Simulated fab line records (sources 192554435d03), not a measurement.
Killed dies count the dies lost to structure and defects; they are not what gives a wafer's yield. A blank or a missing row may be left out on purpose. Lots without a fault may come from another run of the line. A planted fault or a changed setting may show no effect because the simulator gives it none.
Struck lot and sound lot, side by side -- flow n5Finfet -- 35 out of 1938 route steps
Sound: wafers L610.1, L610.3, L610.6. Struck: wafers L619.1, L619.5 (left out: L619.2, a lot-mate that was not struck); the cause follows at the end.
For every step that has rows: the tool of each side, followed by ch and its chambers, followed by its first start. Under that, the readings that differ: sound wafers -- struck wafers -- difference of the means -- sigmas: that difference in standard deviations of wafers without a fault.
alike: same words and numbers on both sides, and readings whose means sit less than 2 such deviations apart. not compared: any withheld reading, any reading some wafer has no value for, any bound like >300 that may hide the same value, and any number with overlapping values for which the record gives no deviation.
The two part at a step that has a row with sigmas, a row that says differs or no value, or rows on one side only. Numbers that have no deviation but don't overlap get no sigmas and don't part them. A reading missing from all wafers of one side parts the sides only when that side holds two or more wafers.

first, 12 steps without rows for these wafers: N5_BEOL_M4_ANNEAL_82 (time 240 s); N5_BEOL_M4_SPUTTER_86 (material Cu, target thk 4.5 nm, time 8.29 s); N5_BEOL_M4_ANNEAL_87 (time 240 s); N5_BEOL_M4_SPUTTER_88 (material Cu, target thk 4.5 nm, time 8.29 s); N5_BEOL_M4_ANNEAL_89 (time 240 s); N5_BEOL_M4_SPUTTER_90 (material Cu, target thk 4.5 nm, time 8.29 s); N5_BEOL_M4_ANNEAL_91 (time 240 s); N5_BEOL_M4_SPUTTER_92 (material Cu, target thk 4.5 nm, time 8.29 s); N5_BEOL_M4_ANNEAL_93 (time 240 s); N5_BEOL_M4_SPUTTER_94 (material Cu, target thk 4.5 nm, time 8.29 s); N5_BEOL_M4_ANNEAL_95 (time 240 s); N5_BEOL_M4_SPUTTER_96 (material Cu, target thk 4.5 nm, time 8.29 s).
N5_BEOL_M4_ECD_50: material Cu, target thk 300 nm.
  sound on ecdCu-01 ch 0,1, day 9 12:44; struck on ecdCu-01 ch 0,1, day 12 00:25
then, 21 steps without rows for these wafers: N5_BEOL_M4_ANNEAL_51 (time 90 s); N5_BEOL_M4_CMP_52 (polishes, stops on SiOC, t overpolish 6.8 s, target thk 40 nm); N5_BEOL_M4_PRE_CLEAN_60 (time 15 s); N5_BEOL_M4_CO_CAP_55 (material Co, precursor CCTBA/H2, target thk 2 nm, time 102.1 s); N5_BEOL_M4_PRE_CLEAN_56 (time 15 s); N5_BEOL_M4_DEP_57 (deposits SiCN from 3MS/NH3, target thk 8 nm, time 14 s); N5_BEOL_M5_ILD_DEP_00 (deposits SiCOH lowk from DEMS/porogen, target thk 140.64 nm, time 25.9 s); N5_BEOL_M5_CURE_79 (cures SiCOH lowk, time 240 s); N5_BEOL_M5_PECVD_70 (deposits SiO2 from TEOS/O2, target thk 16 nm, time 18 s); N5_BEOL_M5_HM_DEP_02 (deposits TiN, target thk 20 nm); N5_BEOL_M5_COAT_59 (time 60 s, resist thk 60 nm); N5_BEOL_M5_COAT_60 (time 60 s, resist thk 12 nm); N5_BEOL_M5_COAT_71 (time 60 s, resist thk 5 nm); N5_BEOL_M5_COAT_05 (resist thk 30 nm); N5_BEOL_M5_EBR_07; N5_BEOL_M5_SOFTBAKE_06 (time 60 s); N5_BEOL_M5_EXPOSE_08 (exposes mask M5, target cd 28 nm); N5_BEOL_M5_PEB_09 (peb time 60 s); N5_BEOL_M5_DEVELOP_10 (develop time 30 s); N5_BEOL_M5_DESCUM_16 (chemistry O2, time 7 s); N5_BEOL_M5_ETCH_72 (etches underlayer in N2/H2, target depth 6.5 nm, time 5.2 s).
-- here the record skips 4 days between the struck wafers' starts before and after, leaving off in module BEOL_M5 and picking up in module PASSIVATION (first step shown: number 1936 of the route) --
N5_PASSIVATION_PROBE_49:
  rows exist in the record for the struck wafers here (prober-01, day 15 22:29), but not for the sound ones

## WHERE THEY PART
Only at N5_PASSIVATION_PROBE_49, as far as this record shows.

WHY: whatever the simulator had introduced
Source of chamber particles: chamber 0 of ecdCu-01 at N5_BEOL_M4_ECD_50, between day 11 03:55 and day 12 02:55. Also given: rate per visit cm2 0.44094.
